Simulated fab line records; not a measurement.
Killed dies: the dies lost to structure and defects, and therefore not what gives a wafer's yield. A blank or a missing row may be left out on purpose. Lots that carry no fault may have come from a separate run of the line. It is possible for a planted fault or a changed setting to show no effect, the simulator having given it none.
Which tool did it? | flow nandHarc | Sampling: 12 lots, 36 wafers, 5 of 1159 route steps

WHAT THE GAUGES READ, wafer by wafer
NHARC_END_SORT_01. Usual: killedAtArray 26, standard deviation 8.4; killedAtOther 0.7, standard deviation 0.97; killedAtPeriphery 3.2, standard deviation 2.2; killedDies 30, standard deviation 8.5; killedOpen 3.4, standard deviation 2; killedShort 2, standard deviation 1.3.
lot  | measured     | on        | killedAtArray | killedAtOther | killedAtPeriphery | killedDies | killedOpen | killedShort | flag
L839 | day 19 01:39 | prober-02 | 20 21 12      | 1 0 1         | 3 1 2             | 24 22 15   | 3 2 2      | 2 1 2       | 
L842 | day 20 03:01 | prober-02 | 38 23 37      | 2 2 1         | 8 7 3             | 48 32 41   | 5 1 3      | 3 2 3       | 
L843 | day 20 15:55 | prober-01 | 20 8 16       | 1 0 0         | 2 3 5             | 23 11 21   | 1 1 5      | 3 1 1       | 
L844 | day 20 15:53 | prober-02 | 25 20 16      | 0 0 0         | 6 4 8             | 31 24 24   | 4 1 3      | 6 0 0       | 
L849 | day 21 17:41 | prober-01 | 23 15 14      | 1 0 0         | 2 7 5             | 26 22 19   | 1 3 3      | 1 2 1       | 
L857 | day 23 00:50 | prober-01 | 22 19 31      | 0 0 0         | 2 4 4             | 24 23 35   | 3 3 2      | 0 1 6       | 
L855 | day 23 08:25 | prober-02 | 43 33 40      | 1 2 0         | 3 3 1             | 47 38 41   | 1 3 3      | 2 0 3       | 
L858 | day 23 21:59 | prober-01 | 41 27 36      | 0 1 1         | 1 2 1             | 42 30 38   | 6 3 4      | 1 1 1       | 
L859 | day 23 18:33 | prober-02 | 32 33 32      | 0 0 0         | 5 4 5             | 37 37 37   | 1 8 5      | 5 3 2       | 
L861 | day 24 13:57 | prober-02 | 42 43 33      | 1 0 1         | 2 2 2             | 45 45 36   | 4 2 2      | 1 5 1       | 
L860 | day 24 23:52 | prober-02 | 22 34 20      | 0 1 1         | 0 1 1             | 22 36 22   | 3 1 3      | 2 1 4       | 
L862 | day 24 17:28 | prober-01 | 42 34 30      | 0 0 0         | 1 2 4             | 43 36 34   | 5 3 3      | 2 4 2       | 

WHAT TOOL EACH LOT RAN ON (gives the tool, then ch and the chambers of the sampled wafers, and finally the start)
lot  | NHARC_A_STAIRCASE_ETCH_234                   | NHARC_A_STAIRCASE_ETCH_292        | NHARC_A_STAIRCASE_DEP_301       | NHARC_A_STAIRCASE_HM_OPEN_463
L839 | rieDiel-11 ch 0,1,2, day 11 07:58 or earlier | rieDiel-03 ch 1,2,3, day 11 07:58 | pecvd-03 ch 0,1,2, day 11 12:28 | rieDiel-02 ch 0,1,2, day 19 01:39 or earlier
L842 | rieDiel-02 ch 0,1,2, day 12 00:41 or earlier | rieDiel-02 ch 2,3, day 12 00:41   | pecvd-04 ch 0,1, day 12 04:57   | rieDiel-11 ch 1,2,3, day 20 03:01 or earlier
L843 | rieDiel-03 ch 0,2,3, day 12 12:15 or earlier | rieDiel-02 ch 0,2, day 12 12:15   | pecvd-04 ch 1,2, day 12 16:55   | rieDiel-03 ch 2,3, day 20 15:55 or earlier
L844 | rieDiel-02 ch 0,1,2, day 12 12:33 or earlier | rieDiel-11 ch 0,1, day 12 12:33   | pecvd-03 ch 0,1,2, day 12 17:27 | rieDiel-03 ch 0,1,2, day 20 15:53 or earlier
L849 | rieDiel-11 ch 0,2, day 13 17:13 or earlier   | rieDiel-03 ch 0,2, day 13 17:13   | pecvd-04 ch 0,1, day 14 04:39   | rieDiel-03 ch 0,1, day 21 17:41 or earlier
L857 | rieDiel-02 ch 0,1,3, day 15 11:53 or earlier | rieDiel-03 ch 1,2,3, day 15 11:53 | pecvd-02 ch 0,1,2, day 15 16:30 | rieDiel-11 ch 0,1,3, day 23 00:50 or earlier
L855 | rieDiel-11 ch 1,3, day 15 12:11 or earlier   | rieDiel-03 ch 0,2, day 15 12:11   | pecvd-03 ch 0,1,2, day 15 18:26 | rieDiel-11 ch 0,2,3, day 23 08:25 or earlier
L858 | rieDiel-11 ch 0,1,2, day 16 02:11 or earlier | rieDiel-11 ch 0,2, day 16 02:11   | pecvd-03 ch 0,2, day 16 07:47   | rieDiel-02 ch 0,1,3, day 23 21:59 or earlier
L859 | rieDiel-02 ch 0,3, day 16 03:29 or earlier   | rieDiel-02 ch 0,2,3, day 16 03:29 | pecvd-03 ch 0,1,2, day 16 09:39 | rieDiel-02 ch 0,2,3, day 23 18:33 or earlier
L861 | rieDiel-02 ch 0,2,3, day 16 20:32 or earlier | rieDiel-02 ch 0,1,3, day 16 20:32 | pecvd-02 ch 0,1,2, day 17 02:46 | rieDiel-03 ch 1,2, day 24 13:57 or earlier
L860 | rieDiel-03 ch 0,3, day 16 22:30 or earlier   | rieDiel-03 ch 0,1,2, day 16 22:30 | pecvd-03 ch 0,1, day 17 03:09   | rieDiel-11 ch 0,2, day 24 23:52 or earlier
L862 | rieDiel-03 ch 1,2,3, day 17 02:00 or earlier | rieDiel-02 ch 0,1,3, day 17 02:00 | pecvd-03 ch 0,1,2, day 17 06:17 | rieDiel-02 ch 1,3, day 24 17:28 or earlier
- NHARC_A_STAIRCASE_ETCH_234: etches the open film in C4F8/O2, target depth 100 nm, time 40.5 s.
- NHARC_A_STAIRCASE_ETCH_292: etches the open film in CF4/CHF3.
- NHARC_A_STAIRCASE_DEP_301: deposits SiON, target thk 30 nm.
- NHARC_A_STAIRCASE_HM_OPEN_463: chemistry O2/COS.

WHAT THE TOOLS THEMSELVES READ (means of the sampled wafers that have a number; where no wafer has one, the mark that the record gives instead)
NHARC_A_STAIRCASE_ETCH_234. Usual: oesProductAu 0.938 a.u., standard deviation 0.015; rfVppV 896 V, standard deviation 7.
lot  | tool       | oesProductAu (a.u.) | rfVppV (V) | flag
L839 | rieDiel-11 | 0.957               | 895        | 
L842 | rieDiel-02 | 0.936               | 901        | 
L843 | rieDiel-03 | 0.945               | 899        | 
L844 | rieDiel-02 | 0.927               | 902        | 
L849 | rieDiel-11 | 0.946               | 899        | 
L857 | rieDiel-02 | 0.944               | 899        | 
L855 | rieDiel-11 | 0.912               | 889        | 
L858 | rieDiel-11 | 0.939               | 894        | 
L859 | rieDiel-02 | 0.955               | 900        | 
L861 | rieDiel-02 | 0.938               | 898        | 
L860 | rieDiel-03 | 0.927               | 898        | 
L862 | rieDiel-03 | 0.948               | 894        | 

NHARC_A_STAIRCASE_ETCH_292. Usual: drypumpMotorCurrentA 5.8 A, standard deviation 0.62; oesProductAu 0.947 a.u., standard deviation 0.023; rfVppV 371.0 V, standard deviation 2.9; showerheadPlenumPTorr 1.59 Torr, standard deviation 0.085; throttleValvePct 16.801 %, standard deviation 0.0091.
lot  | tool       | drypumpMotorCurrentA (A) | oesProductAu (a.u.) | rfVppV (V) | showerheadPlenumPTorr (Torr) | throttleValvePct (%) | flag
L839 | rieDiel-03 | 5.4                      | 0.960               | 369.8      | 1.57                         | 16.804               | 
L842 | rieDiel-02 | 5.9                      | 0.978               | 370.3      | 1.55                         | 16.799               | 
L843 | rieDiel-02 | 5.5                      | 0.954               | 373.7      | 1.66                         | 16.796               | 
L844 | rieDiel-11 | 6.4                      | 0.912               | 372.5      | 1.62                         | 16.804               | 
L849 | rieDiel-03 | 5.6                      | 0.937               | 373.7      | 1.68                         | 16.797               | 
L857 | rieDiel-03 | 5.4                      | 0.935               | 369.4      | 1.56                         | 16.801               | 
L855 | rieDiel-03 | 5.6                      | 0.941               | 373.2      | 1.67                         | 16.806               | 
L858 | rieDiel-11 | 6.3                      | 0.929               | 368.7      | 1.54                         | 16.809               | 
L859 | rieDiel-02 | 5.7                      | 0.928               | 371.7      | 1.60                         | 16.803               | 
L861 | rieDiel-02 | 5.7                      | 0.959               | 371.5      | 1.61                         | 16.797               | 
L860 | rieDiel-03 | 5.5                      | 0.939               | 372.2      | 1.62                         | 16.797               | 
L862 | rieDiel-02 | 5.7                      | 0.970               | 372.1      | 1.61                         | 16.801               | 

NHARC_A_STAIRCASE_DEP_301. Usual: heaterPowerW 708 W, standard deviation 69; rfFwdPowerW 348.4 W, standard deviation 1.3; showerheadVppV 1129 V, standard deviation 40.
lot  | tool     | heaterPowerW (W) | rfFwdPowerW (W) | showerheadVppV (V) | flag
L839 | pecvd-03 | 742              | 347.5           | 1121               | 
L842 | pecvd-04 | 667              | 349.5           | 1115               | 
L843 | pecvd-04 | 647              | 348.0           | 1137               | 
L844 | pecvd-03 | 700              | 347.5           | 1114               | 
L849 | pecvd-04 | 715              | 301.0           | 1031               | OFF
L857 | pecvd-02 | 651              | 348.4           | 1153               | 
L855 | pecvd-03 | 765              | 348.4           | 1119               | 
L858 | pecvd-03 | 715              | 347.9           | 1165               | 
L859 | pecvd-03 | 731              | 347.2           | 1127               | 
L861 | pecvd-02 | 720              | 348.7           | 1158               | 
L860 | pecvd-03 | 689              | 348.8           | 1086               | 
L862 | pecvd-03 | 727              | 348.9           | 1128               | 

NHARC_A_STAIRCASE_HM_OPEN_463. Usual: cosFlowSccm 20.00 sccm, standard deviation 0.06; drypumpMotorCurrentA 5.7 A, standard deviation 0.58; oesProductAu 0.998 a.u., standard deviation 0.012; rfVppV 467 V, standard deviation 3.9; showerheadPlenumPTorr 3.12 Torr, standard deviation 0.18; throttleValvePct 28.331 %, standard deviation 0.0085.
lot  | tool       | cosFlowSccm (sccm) | drypumpMotorCurrentA (A) | oesProductAu (a.u.) | rfVppV (V) | showerheadPlenumPTorr (Torr) | throttleValvePct (%) | flag
L839 | rieDiel-02 | 20.02              | 6.1                      | 0.992               | 470        | 3.26                         | 28.336               | 
L842 | rieDiel-11 | 20.05              | 5.6                      | 0.987               | 463        | 2.94                         | 28.319               | 
L843 | rieDiel-03 | 20.00              | 5.5                      | 0.995               | 465        | 3.06                         | 28.330               | 
L844 | rieDiel-03 | 19.97              | 5.5                      | 1.005               | 469        | 3.23                         | 28.332               | 
L849 | rieDiel-03 | 19.99              | 5.5                      | 1.007               | 470        | 3.23                         | 28.334               | 
L857 | rieDiel-11 | 19.96              | 5.9                      | 0.987               | 467        | 3.07                         | 28.328               | 
L855 | rieDiel-11 | 19.98              | 6.1                      | 0.991               | 466        | 3.07                         | 28.333               | 
L858 | rieDiel-02 | 20.01              | 5.7                      | 1.002               | 468        | 3.19                         | 28.330               | 
L859 | rieDiel-02 | 20.00              | 5.7                      | 1.008               | 468        | 3.17                         | 28.334               | 
L861 | rieDiel-03 | 19.90              | 5.4                      | 1.008               | 470        | 3.22                         | 28.324               | 
L860 | rieDiel-11 | 19.98              | 6.4                      | 0.996               | 466        | 3.05                         | 28.329               | 
L862 | rieDiel-02 | 20.02              | 6.2                      | 0.999               | 467        | 3.15                         | 28.326               | 

THE ANSWER, worked out from the rows above alone
Rule: a lot counts as off when the mean over its wafers that have a number is more than 3 standard deviations away from the usual mean. A lot without any number at a reading at which 4 lots or more have one is off too. Where the step has rows for the other lots, those lots are counted as sound. First the gauges in route order, then the tools' own readings, where a lot's mean is used as printed above. The first step at which some lot is off is used, and at that step the reading that is off furthest; a lot without a number counts as furthest.
Off: L849, at NHARC_A_STAIRCASE_DEP_301 (rfFwdPowerW).
A tool fits if, at that step or a process step before it, it ran every lot that is off, and no sound lot after the first of them. With no start given for some of its lots, NHARC_A_STAIRCASE_ETCH_234 uses the hours and lot order of NHARC_A_STAIRCASE_ETCH_292. One fits: pecvd-04 at NHARC_A_STAIRCASE_DEP_301. A fault onset in the window from L843 (day 12 16:55, its last sound lot) to L849 (day 14 04:39, its first lot off) fits.
The tool's own readings at NHARC_A_STAIRCASE_DEP_301 bear it out: on the lots that are off they differ by more than 5 times the standard deviation of the sound lots' means. rfFwdPowerW reads 301.0 W there against 348.3 W on the sound lots.

WHAT THE SIMULATOR PUT IN
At NHARC_A_STAIRCASE_DEP_301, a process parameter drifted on pecvd-04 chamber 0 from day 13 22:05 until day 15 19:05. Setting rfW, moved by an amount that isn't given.
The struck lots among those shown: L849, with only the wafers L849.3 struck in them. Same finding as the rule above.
